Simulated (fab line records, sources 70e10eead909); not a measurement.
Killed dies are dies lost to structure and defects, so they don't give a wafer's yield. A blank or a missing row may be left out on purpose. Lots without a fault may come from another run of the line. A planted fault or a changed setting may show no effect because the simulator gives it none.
One fault seen from 3 desks | flow nand_harc | each desk has only its own numbers; what lay behind them comes last

THE TOOL OWNER'S DESK: litho_track-02
The tool's own readings at NHARC_P_GATE_PEB_57 (peb time 85 s): means of the sampled wafers that have a number, for each lot that ran on this tool. A lot is out of limits, marked OUT, if its mean lies more than 4 standard deviations from the usual mean; the brackets give that distance.
Columns: A = heater_power_total_W at NHARC_P_GATE_PEB_57, usual 163.97 W; B = plate_temp_C at NHARC_P_GATE_PEB_57, usual 117.98 C
lot  | first seen here | A                | B
L856 | day 5 11:18     | 164.06           | 118.08
L858 | day 6 14:56     | 163.87           | 117.89
L860 | day 7 03:50     | 163.87           | 118.04
L861 | day 7 15:14     | 164.12           | 118.14
L864 | day 8 19:26     | 163.75           | 117.95
L866 | day 9 17:41     | 164.05           | 117.93
L873 | day 12 10:01    | 150.99 (-45) OUT | 111.16 (-45) OUT
L875 | day 13 10:54    | 150.76 (-46) OUT | 110.77 (-48) OUT
This desk's finding: out of limits on L873, L875; first on L873, day 12 10:01 (heater_power_total_W at NHARC_P_GATE_PEB_57). In limits: L856, L858, L860, L861, L864, L866.

THE METROLOGY DESK
What the gauges read, lot by lot, whatever tool the lot ran on: means of the sampled wafers that have a number. A lot is out of limits, marked OUT, if its mean lies more than 4 standard deviations from the usual mean; the brackets give that distance.
Columns: A = cd_nm at NHARC_P_GATE_CD_MEAS_59, usual 719.8 nm
lot  | first seen here | A
L856 | day 5 11:23     | 721.3
L858 | day 6 15:01     | 721.6
L859 | day 6 16:11     | 716.2
L860 | day 7 03:56     | 720.0
L861 | day 7 15:19     | 721.1
L862 | day 8 01:38     | 717.3
L863 | day 8 17:17     | 719.3
L864 | day 8 19:31     | 722.9
L866 | day 9 17:47     | 720.7
L868 | day 10 22:15    | 718.0
L873 | day 12 10:06    | 704.8 (-7.5) OUT
L875 | day 13 10:59    | 705.2 (-7.3) OUT
This desk's finding: out of limits on L873, L875; first on L873, day 12 10:06 (cd_nm at NHARC_P_GATE_CD_MEAS_59). In limits: L856, L858, L859, L860, L861, L862, L863, L864, L866, L868.

THE DEFECT DESK
What the inspections along the route counted, lot by lot: means of the sampled wafers that have a number. A lot is out of limits, marked OUT, if its mean lies more than 4 standard deviations from the usual mean; the brackets give that distance.
Columns: A = raw_defect_count at NHARC_P_STI_INSPECT_25, usual 231
lot  | first seen here | A
L856 | day 3 21:35     | 219
L858 | day 5 00:04     | 240
L859 | day 5 04:26     | 217
L860 | day 5 15:03     | 268
L861 | day 6 02:52     | 222
L862 | day 6 09:31     | 125
L863 | day 7 00:44     | 213
L864 | day 7 06:15     | 263
L866 | day 8 05:16     | 245
L868 | day 9 05:18     | 267
L873 | day 10 22:18    | 200
L875 | day 11 18:50    | 216
This desk's finding: nothing out of limits on any of the 12 lots.

PUT TOGETHER
The tool owner's desk could have raised an alarm at day 12 10:01, on L873, L875.
The metrology desk could have raised an alarm at day 12 10:06, on L873, L875.
The defect desk saw nothing out of limits.
The defect desk has L873, L875 on record, within its limits.
Of the lots named, all ran NHARC_P_GATE_PEB_57 on litho_track-02.

WHAT THE SIMULATOR HAD PUT IN
Process parameter drift: litho_track-02, from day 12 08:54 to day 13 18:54, at NHARC_P_GATE_PEB_57. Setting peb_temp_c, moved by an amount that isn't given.
Lots struck among those shown: L873, L875.
Hours from the fault's start to each desk's first reading out of limits: the tool owner's desk, 1; the metrology desk, 1.
